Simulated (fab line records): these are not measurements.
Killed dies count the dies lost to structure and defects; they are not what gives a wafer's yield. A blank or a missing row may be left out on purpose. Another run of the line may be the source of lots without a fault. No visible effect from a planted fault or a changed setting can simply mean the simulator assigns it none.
Chamber matching	flow nand_harc	4 sister chambers for NHARC_P_CONTACT_CMP_01 on cmp-02
The step polishes SiO2, target thk 200 nm. 4 wafers are shown with their chamber, then 7 later ones without.

## EACH WAFER AND ITS CHAMBER
wafer	chamber	motor_current_A (A)
L085.5	2	13.1
L087.3	1	13.2
L090.3	3	10.5
L090.4	0	12.0

## WAFERS WITHOUT THEIR CHAMBER
wafer	motor_current_A (A)
L090.6	12.7
L092.1	11.7
L092.3	13.0
L092.5	11.7
L093.4	11.0
L093.5	13.6
L093.6	13.6

## WHICH CHAMBER EACH WENT THROUGH
wafer	from the rows above	in truth
L090.6	can't be placed: 2 or 1 or 0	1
L092.1	0	0
L092.3	can't be placed: 2 or 1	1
L092.5	0	0
L093.4	can't be placed: 3 or 0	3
L093.5	can't be placed: 1 or 2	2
L093.6	can't be placed: 1 or 2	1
Correct placement for 2 of the 7. From these rows, 5 cannot be placed; in 5 the true chamber is one of the candidates. Number placed wrongly: 0.
How it was worked out, from the rows above alone: a wafer's distance from a chamber is the root of the sum, over the readings, of the square of ((its reading less the chamber's mean) divided by the reading's scatter). If the next closest chamber is less than 2 further off than the closest, the wafer can't be placed; otherwise it belongs to the closest. A chamber's mean is the mean of its shown wafers. The scatter (one wafer shown for each chamber): square how far every hidden wafer sits from the nearest shown wafer, average those squares and take the square root.
